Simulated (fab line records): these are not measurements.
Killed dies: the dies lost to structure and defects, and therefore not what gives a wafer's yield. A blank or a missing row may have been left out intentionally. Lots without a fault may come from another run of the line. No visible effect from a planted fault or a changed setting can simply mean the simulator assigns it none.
Struck lot and sound lot, side by side + flow n5Finfet + 17 steps out of a route of 1938
Sound: the wafers L937.2, L937.3, L937.4. Struck: wafer L944.6 (left out: L944.1, a lot-mate that was not struck); the cause follows at the end.
For every step that has rows: the tool of each side, followed by ch and its chambers, followed by its first start. Under that, the readings that differ: sound wafers + struck wafers + difference of the means + sigmas: that difference in standard deviations of wafers without a fault.
alike: same words and numbers on both sides, and readings whose means sit less than 2 such deviations apart. not compared: any withheld reading, any reading some wafer has no value for, any bound like >300 that may hide the same value, and any number with overlapping values for which the record gives no deviation.
Wherever a step has rows on one side only, a row that says differs or no value, or a row with sigmas, the two part there. Non-overlapping numbers with no deviation appear without sigmas and do not part them. A reading missing from all wafers of one side parts the sides only when that side holds two or more wafers.

first, 4 steps without rows for these wafers: N5_HKMG_FIN_SOFTBAKE_07 (time 60 s); N5_HKMG_FIN_EXPOSE_09 (exposes mask NWFM); N5_HKMG_FIN_PEB_10 (peb time 60 s); N5_HKMG_FIN_DEVELOP_11 (develop time 30 s).
N5_HKMG_FIN_CD_MEAS_12: the cd target is 92.8 nm.
  sound on cdSem-01 ch 0, day 4 07:38; struck on cdSem-01 ch 0, day 5 19:54
  alike: cdNm
N5_HKMG_FIN_OVL_MEAS_13:
  sound on overlay-01 ch 0, day 4 07:40; struck on overlay-01 ch 0, day 5 19:56
  alike: NWFM_OVL
N5_HKMG_FIN_INSPECT_14: inspects for defects (macro).
  sound on defectInspect-02 at day 4 07:41; struck on defectInspect-01 at day 5 19:58
  alike: rawDefectCount
N5_HKMG_FIN_DESCUM_17: chemistry O2, time 7.9 s.
  sound on rieDiel-06 ch 0,1,3, day 4 07:43; struck on rieDiel-02 ch 3, day 5 19:59
| reading              | sound          | struck | difference | sigmas |
|----------------------|----------------|--------|------------|--------|
| oesProductAu (a.u.)  | 0.90 0.77 1.01 | 0.69   | -0.20      | -2     |
| throttleValvePct (%) | 19.9 20.4 19.9 | 20.8   | +0.7       | +2     |
  alike: drypumpMotorCurrentA, rfVppV, showerheadPlenumPTorr
  not compared: rfHoursCounterH
N5_HKMG_FIN_ETCH_31: etches SiARC in CF4, target depth 45.5 nm, time 75.8 s.
  sound on rieDiel-06 ch 0,1,3, day 4 07:45; struck on rieDiel-02 ch 3, day 5 20:02
| reading              | sound          | struck | difference | sigmas |
|----------------------|----------------|--------|------------|--------|
| oesProductAu (a.u.)  | 0.75 0.65 0.84 | 0.59   | -0.16      | -2     |
| throttleValvePct (%) | 15.0 15.8 15.0 | 16.0   | +0.7       | +2     |
  alike: drypumpMotorCurrentA, etchRfOnTimeS, rfVppV, showerheadPlenumPTorr
  not compared: rfHoursCounterH
N5_HKMG_FIN_ETCH_32: etches SOC in N2/H2, target depth 240 nm, time 300 s.
  sound on rieDiel-06 ch 0,1,3, day 4 07:49; struck on rieDiel-02 ch 3, day 5 20:05
| reading             | sound          | struck | difference | sigmas |
|---------------------|----------------|--------|------------|--------|
| oesProductAu (a.u.) | 0.87 0.75 0.98 | 0.69   | -0.18      | -2     |
  alike: drypumpMotorCurrentA, rfVppV, runLengthS, showerheadPlenumPTorr, throttleValvePct
  not compared: rfHoursCounterH
then, 1 step without rows for these wafers: N5_HKMG_FIN_STRIP_33 (strips in N2/H2).
N5_HKMG_FIN_STRIP_34: strips in CF4.
  sound on rieDiel-06 ch 0,1,3, day 4 08:00; struck on rieDiel-02 ch 3, day 5 20:16
| reading              | sound          | struck | difference | sigmas |
|----------------------|----------------|--------|------------|--------|
| oesProductAu (a.u.)  | 0.86 0.78 0.98 | 0.70   | -0.17      | -2     |
| throttleValvePct (%) | 12.9 13.7 13.0 | 14.1   | +0.9       | +3     |
  alike: drypumpMotorCurrentA, rfVppV, showerheadPlenumPTorr
  not compared: rfHoursCounterH
N5_HKMG_FIN_ETCH_35: etches SOC in N2/H2, target depth 215.8 nm, time 243.4 s.
  sound on rieDiel-06 ch 0,1,3, day 4 08:01; struck on rieDiel-02 ch 3, day 5 20:17
| reading             | sound             | struck | difference | sigmas |
|---------------------|-------------------|--------|------------|--------|
| oesProductAu (a.u.) | 0.88 0.77 0.98    | 0.69   | -0.19      | -2     |
| runLengthS (s)      | 266.7 266.4 267.5 | 278.4  | +11.5      | +26    |
  alike: drypumpMotorCurrentA, rfVppV, showerheadPlenumPTorr, throttleValvePct
  not compared: rfHoursCounterH, model.etch.depthNm, model.SOC_of_HKMG_FIN_COAT_29.thkNm, model.HKMG_FIN.featureDepthNm
N5_HKMG_FIN_STRIP_92: strips SOC in N2/H2, time 20 s.
  sound on rieDiel-06 ch 0,1,3, day 4 08:10; struck on rieDiel-02 ch 3, day 5 20:26
| reading             | sound          | struck | difference | sigmas |
|---------------------|----------------|--------|------------|--------|
| oesProductAu (a.u.) | 0.88 0.77 0.98 | 0.69   | -0.19      | -2     |
  alike: drypumpMotorCurrentA, rfVppV, showerheadPlenumPTorr, throttleValvePct
  not compared: rfHoursCounterH, model.SOC_of_HKMG_FIN_COAT_29.thkNm
then, 1 step without rows for these wafers: N5_HKMG_FIN_WET_ETCH_18 (etches TiN in SC1, time 55 s, target depth 5.2 nm, rinse time 30 s).
-- record jumps: 4 days separate the struck wafers' starts on either side; left off in module HKMG_FIN, taken up again in module BEOL_M4, whose first shown step is the route's number 1111 --
N5_BEOL_M4_RC_MEAS_101:
  sound on prober-01 ch 0, day 8 10:47; struck on prober-01 ch 0, day 10 03:18
| reading   | sound          | struck | difference | sigmas |
|-----------|----------------|--------|------------|--------|
| VT_P (mV) | -258 -257 -260 | -250   | +8         | +2     |
  alike: DIBL_N, DIBL_P, IOFF_N, IOFF_P, ION_N, ION_P, SS_N, SS_P, VT_N
after that, 1 step had no rows for these wafers: N5_PASSIVATION_PROBE_49.

## WHERE THEY PART
First at N5_HKMG_FIN_DESCUM_17; last, within this record, at N5_BEOL_M4_RC_MEAS_101.

WHY: what had been put in by the simulator
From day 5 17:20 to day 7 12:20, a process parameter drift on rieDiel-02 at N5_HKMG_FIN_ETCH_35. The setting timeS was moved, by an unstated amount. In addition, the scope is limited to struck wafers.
